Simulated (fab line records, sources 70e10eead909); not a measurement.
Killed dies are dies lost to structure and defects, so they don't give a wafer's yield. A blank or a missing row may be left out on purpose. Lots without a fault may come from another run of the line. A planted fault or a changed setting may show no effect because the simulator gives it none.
Which tool did it? | flow nand_harc | 14 lots, 42 wafers sampled, at 5 steps of a route of 1302

WHAT THE GAUGES READ, wafer by wafer
NHARC_P_CONTACT_CD_MEAS_12: target cd 90 nm.
lot  | measured     | on        | cd_nm (nm)
L856 | day 6 00:07  | cd_sem-01 | 89.3 90.9 90.0
L857 | day 6 06:14  | cd_sem-01 | 88.5 89.5 89.9
L858 | day 6 18:44  | cd_sem-01 | 91.2 91.4 89.9
L860 | day 7 15:20  | cd_sem-03 | 89.0 89.6 90.7
L864 | day 9 14:47  | cd_sem-03 | 89.3 88.7 90.3
L865 | day 9 20:00  | cd_sem-01 | 89.3 89.9 89.3
L867 | day 10 21:49 | cd_sem-02 | 89.6 90.4 91.0
L868 | day 11 03:05 | cd_sem-03 | 91.3 90.9 90.5
L869 | day 11 22:00 | cd_sem-02 | 92.4 92.4 91.4
L871 | day 12 00:47 | cd_sem-03 | 105.7 106.0 104.8
L872 | day 12 10:08 | cd_sem-01 | 103.1 101.4 102.8
L873 | day 12 23:02 | cd_sem-02 | 90.4 90.3 90.2
L878 | day 15 06:27 | cd_sem-01 | 88.9 88.9 88.9
L879 | day 15 14:23 | cd_sem-03 | 91.1 90.3 89.5

WHICH TOOL RAN EACH LOT (tool, then ch and the chambers of the sampled wafers, then the start)
lot  | NHARC_P_GATE_STRIP_111               | NHARC_P_CONTACT_DEP_00                     | NHARC_P_CONTACT_CMP_01        | NHARC_P_CONTACT_PEB_10
L856 | plasma_asher-01 ch 0,1, day 5 16:31  | pecvd-04 ch 0,2, day 5 23:22 or earlier    | cmp-04 ch 0,2,3, day 5 23:22  | litho_track-04 ch 0, day 6 00:02
L857 | plasma_asher-02 ch 0,1, day 5 22:38  | pecvd-02 ch 0,2, day 6 05:24 or earlier    | cmp-01 ch 1,2, day 6 05:24    | litho_track-06 ch 0, day 6 06:09
L858 | plasma_asher-02 ch 1, day 6 11:06    | pecvd-02 ch 1,2, day 6 18:02 or earlier    | cmp-04 ch 1,2, day 6 18:02    | litho_track-01 ch 0, day 6 18:39
L860 | plasma_asher-01 ch 0,1, day 7 08:06  | pecvd-01 ch 0,1,2, day 7 14:40 or earlier  | cmp-03 ch 2,3, day 7 14:40    | litho_track-06 ch 0, day 7 15:16
L864 | plasma_asher-02 ch 0,1, day 9 07:17  | pecvd-04 ch 1,2, day 9 14:00 or earlier    | cmp-04 ch 0,1,3, day 9 14:00  | litho_track-06 ch 0, day 9 14:42
L865 | plasma_asher-02 ch 0,1, day 9 12:26  | pecvd-02 ch 1,2, day 9 19:13 or earlier    | cmp-01 ch 0,1,3, day 9 19:13  | litho_track-06 ch 0, day 9 19:55
L867 | plasma_asher-02 ch 0,1, day 10 14:14 | pecvd-04 ch 0,1,2, day 10 21:01 or earlier | cmp-03 ch 2,3, day 10 21:01   | litho_track-01 ch 0, day 10 21:44
L868 | plasma_asher-01 ch 0,1, day 10 19:36 | pecvd-02 ch 0,1, day 11 02:16 or earlier   | cmp-04 ch 0,1, day 11 02:16   | litho_track-04 ch 0, day 11 03:00
L869 | plasma_asher-01 ch 0,1, day 11 13:55 | pecvd-02 ch 0,1, day 11 21:07 or earlier   | cmp-04 ch 1,2,3, day 11 21:07 | litho_track-01 ch 0, day 11 21:55
L871 | plasma_asher-01 ch 0,1, day 11 17:24 | pecvd-02 ch 1,2, day 12 00:08 or earlier   | cmp-04 ch 0,1,2, day 12 00:08 | litho_track-01 ch 0, day 12 00:43
L872 | plasma_asher-02 ch 0,1, day 12 02:50 | pecvd-02 ch 0,2, day 12 09:28 or earlier   | cmp-03 ch 1,2,3, day 12 09:28 | litho_track-01 ch 0, day 12 10:04
L873 | plasma_asher-02 ch 0,1, day 12 15:32 | pecvd-02 ch 0,1,2, day 12 22:12 or earlier | cmp-04 ch 1,3, day 12 22:12   | litho_track-04 ch 0, day 12 22:57
L878 | plasma_asher-01 ch 1, day 14 23:08   | pecvd-04 ch 0,1,2, day 15 05:37 or earlier | cmp-03 ch 1,2,3, day 15 05:37 | litho_track-06 ch 0, day 15 06:22
L879 | plasma_asher-02 ch 0,1, day 15 06:26 | pecvd-04 ch 0,2, day 15 12:58              | cmp-04 ch 1,2,3, day 15 13:34 | litho_track-04 ch 0, day 15 14:19
- NHARC_P_GATE_STRIP_111: strips in N2/H2, time 250 s.
- NHARC_P_CONTACT_DEP_00: deposits SiO2, target thk 500 nm.
- NHARC_P_CONTACT_CMP_01: polishes SiO2, target thk 200 nm.
- NHARC_P_CONTACT_PEB_10: peb time 65 s.

WHAT THE TOOLS THEMSELVES READ (means of the sampled wafers that have a number; where no wafer has one, the mark that the record gives instead)
NHARC_P_GATE_STRIP_111.
lot  | tool            | drypump_motor_current_A (A) | heater_power_w (W)
L856 | plasma_asher-01 | 5.4                         | 95
L857 | plasma_asher-02 | 5.8                         | 85
L858 | plasma_asher-02 | 6.2                         | 78
L860 | plasma_asher-01 | 5.2                         | 96
L864 | plasma_asher-02 | 5.8                         | 84
L865 | plasma_asher-02 | 5.8                         | 84
L867 | plasma_asher-02 | 5.8                         | 85
L868 | plasma_asher-01 | 5.2                         | 97
L869 | plasma_asher-01 | 5.2                         | 96
L871 | plasma_asher-01 | 5.4                         | 97
L872 | plasma_asher-02 | 6.0                         | 79
L873 | plasma_asher-02 | 5.8                         | 82
L878 | plasma_asher-01 | 5.6                         | 94
L879 | plasma_asher-02 | 6.0                         | 79

NHARC_P_CONTACT_DEP_00.
lot  | tool     | heater_power_w (W) | rf_fwd_power_W (W) | throttle_valve_pct (%)
L856 | pecvd-04 | 642                | 894.1              | 16.0
L857 | pecvd-02 | 651                | 898.8              | 15.5
L858 | pecvd-02 | 629                | 898.1              | 15.8
L860 | pecvd-01 | 566                | 895.3              | 16.0
L864 | pecvd-04 | 548                | 900.7              | 16.2
L865 | pecvd-02 | 697                | 899.7              | 15.6
L867 | pecvd-04 | 536                | 897.9              | 16.3
L868 | pecvd-02 | 526                | 900.0              | 15.7
L869 | pecvd-02 | 445                | 896.1              | 15.4
L871 | pecvd-02 | 675                | 895.7              | 15.6
L872 | pecvd-02 | 522                | 899.7              | 15.2
L873 | pecvd-02 | 600                | 900.3              | 15.5
L878 | pecvd-04 | 577                | 895.2              | 16.3
L879 | pecvd-04 | 640                | 898.9              | 16.0

NHARC_P_CONTACT_CMP_01.
lot  | tool   | motor_current_A (A)
L856 | cmp-04 | 12.7
L857 | cmp-01 | 11.1
L858 | cmp-04 | 11.5
L860 | cmp-03 | 10.4
L864 | cmp-04 | 13.3
L865 | cmp-01 | 12.2
L867 | cmp-03 | 10.7
L868 | cmp-04 | 14.2
L869 | cmp-04 | 12.1
L871 | cmp-04 | 13.2
L872 | cmp-03 | 11.1
L873 | cmp-04 | 12.5
L878 | cmp-03 | 11.1
L879 | cmp-04 | 12.4

NHARC_P_CONTACT_PEB_10.
lot  | tool           | heater_power_total_W (W) | plate_temp_C (C) | resist_line_temp_C (C)
L856 | litho_track-04 | 157.1                    | 100.10           | 23.00
L857 | litho_track-06 | 156.5                    | 100.11           | 22.97
L858 | litho_track-01 | 156.9                    | 99.81            | 22.94
L860 | litho_track-06 | 156.4                    | 99.83            | 23.06
L864 | litho_track-06 | 157.0                    | 100.00           | 23.07
L865 | litho_track-06 | 156.7                    | 100.00           | 23.06
L867 | litho_track-01 | 156.7                    | 99.99            | 22.88
L868 | litho_track-04 | 156.6                    | 99.87            | 23.06
L869 | litho_track-01 | 156.7                    | 100.00           | 22.87
L871 | litho_track-01 | 165.7                    | 104.33           | 23.12
L872 | litho_track-01 | 166.4                    | 104.42           | 23.01
L873 | litho_track-04 | 156.8                    | 100.06           | 22.88
L878 | litho_track-06 | 157.0                    | 99.88            | 23.03
L879 | litho_track-04 | 157.0                    | 99.88            | 22.99

THE ANSWER, worked out from the rows above alone
Rule: what is usual is taken from the lots themselves. Put in order of their means at a reading, lots are off if they are a third of the lots or fewer, leave a main group of 4 or more, and stand apart from it by a gap of 3 or more times the standard deviation of the main group's means; of several such gaps the widest counts. A main group whose means are all the same, to the digits that the tables above print for the reading, isn't used. A lot without any number at a reading at which 4 lots or more have one is off too. The other lots that the step has rows for count as sound. The gauges are gone through in route order, then the tools' own readings, and for those a lot's mean is taken as printed above. The first step at which some lot is off is used, and at that step the reading that is off furthest; a lot without a number counts as furthest.
Off: L871, L872, at NHARC_P_CONTACT_CD_MEAS_12 (cd_nm). The main group: mean 90.1 nm, standard deviation 0.82.
A tool fits if, at a process step before that reading, it ran every lot that is off, and no sound lot after the first of them. The gauges at NHARC_P_CONTACT_CD_MEAS_12 aren't tried: what is off there is off at NHARC_P_CONTACT_PEB_10 too, on other tools, and a gauge's error can't cause that. NHARC_P_CONTACT_DEP_00 gives no start for some lots, so the hours and the order of its lots are those of NHARC_P_CONTACT_CMP_01. One fits: litho_track-01 at NHARC_P_CONTACT_PEB_10. Its last sound lot is L869 (day 11 21:55), its first lot that is off L871 (day 12 00:43): a fault that began between those two fits.
The tool's own readings at NHARC_P_CONTACT_PEB_10 bear it out: on the lots that are off they differ by more than 5 times the standard deviation of the sound lots' means. heater_power_total_W reads 166.1 W there against 156.8 W on the sound lots; plate_temp_C reads 104.38 C there against 99.96 C on the sound lots.

WHAT THE SIMULATOR HAD PUT IN
Process parameter drift: litho_track-01, from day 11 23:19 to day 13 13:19, at NHARC_P_CONTACT_PEB_10. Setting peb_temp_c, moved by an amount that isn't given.
Lots struck among those shown: L871, L872. The rule above found the same.
